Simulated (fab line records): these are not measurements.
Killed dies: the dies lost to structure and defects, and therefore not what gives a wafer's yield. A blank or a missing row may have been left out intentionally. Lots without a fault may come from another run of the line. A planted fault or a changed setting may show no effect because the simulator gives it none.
Matching of chambers ; flow n5_finfet ; N5_BEOL_M13_ETCH_68 on rie_diel-01: 4 sister chambers
The step etches SOC in N2/H2, time 355 s. 16 wafers are shown with their chamber, then 8 later ones without.

== WAFERS WITH THEIR CHAMBER ==
wafer;chamber;drypump_motor_current_A (A);showerhead_plenum_p_Torr (Torr);throttle_valve_pct (%)
L075.2;0;5.9;2.51;18.2
L075.4;3;6.3;2.50;18.0
L075.6;3;6.3;2.50;18.0
L079.2;1;5.6;2.50;18.3
L079.5;1;5.6;2.50;18.3
L079.6;0;5.9;2.50;18.2
L081.3;3;6.3;2.50;17.5
L081.5;0;5.9;2.50;18.2
L081.6;3;6.3;2.50;17.5
L080.1;3;6.3;2.50;17.5
L080.2;0;5.9;2.50;18.2
L080.4;0;5.9;2.50;18.2
L085.2;0;5.9;2.50;18.2
L085.4;1;5.5;2.50;17.8
L085.5;0;5.9;2.50;18.3
L087.2;2;5.4;2.54;17.9

SIGNATURES (averages over the wafers above)
reading;chamber 0;chamber 1;chamber 2;chamber 3;scatter within a chamber
drypump_motor_current_A;5.900;5.567;5.400;6.300;0.0236
showerhead_plenum_p_Torr;2.5014;2.5000;2.5400;2.5000;0.00267
throttle_valve_pct;18.214;18.133;17.900;17.700;0.199
Rule: distance of a wafer from a chamber = root of the sum over the readings of ((wafer's reading minus chamber's mean) / reading's scatter) squared. If the next closest chamber is less than 2 further off than the closest, the wafer can't be placed; otherwise it belongs to the closest. The scatter: the root of (the sum of the squares of (reading less its chamber's mean) over the shown wafers, divided by (wafers less chambers)).

== WAFERS WITHOUT THEIR CHAMBER ==
wafer;drypump_motor_current_A (A);showerhead_plenum_p_Torr (Torr);throttle_valve_pct (%)
L087.4;5.9;2.50;17.7
L087.6;5.9;2.50;17.7
L092.2;5.4;2.54;17.9
L092.3;6.3;2.49;17.5
L092.5;5.6;2.49;17.9
L097.1;5.4;2.53;17.9
L097.3;5.5;2.49;17.9
L097.5;6.3;2.49;17.6

== THE CHAMBER EACH PASSED THROUGH ==
wafer;from the rows above;in truth
L087.4;0;0
L087.6;0;0
L092.2;2;2
L092.3;3;3
L092.5;1;1
L097.1;2;2
L097.3;1;1
L097.5;3;3
Placed correctly: 8 of 8. Can't be placed from these rows: 0. Wrongly placed: 0.
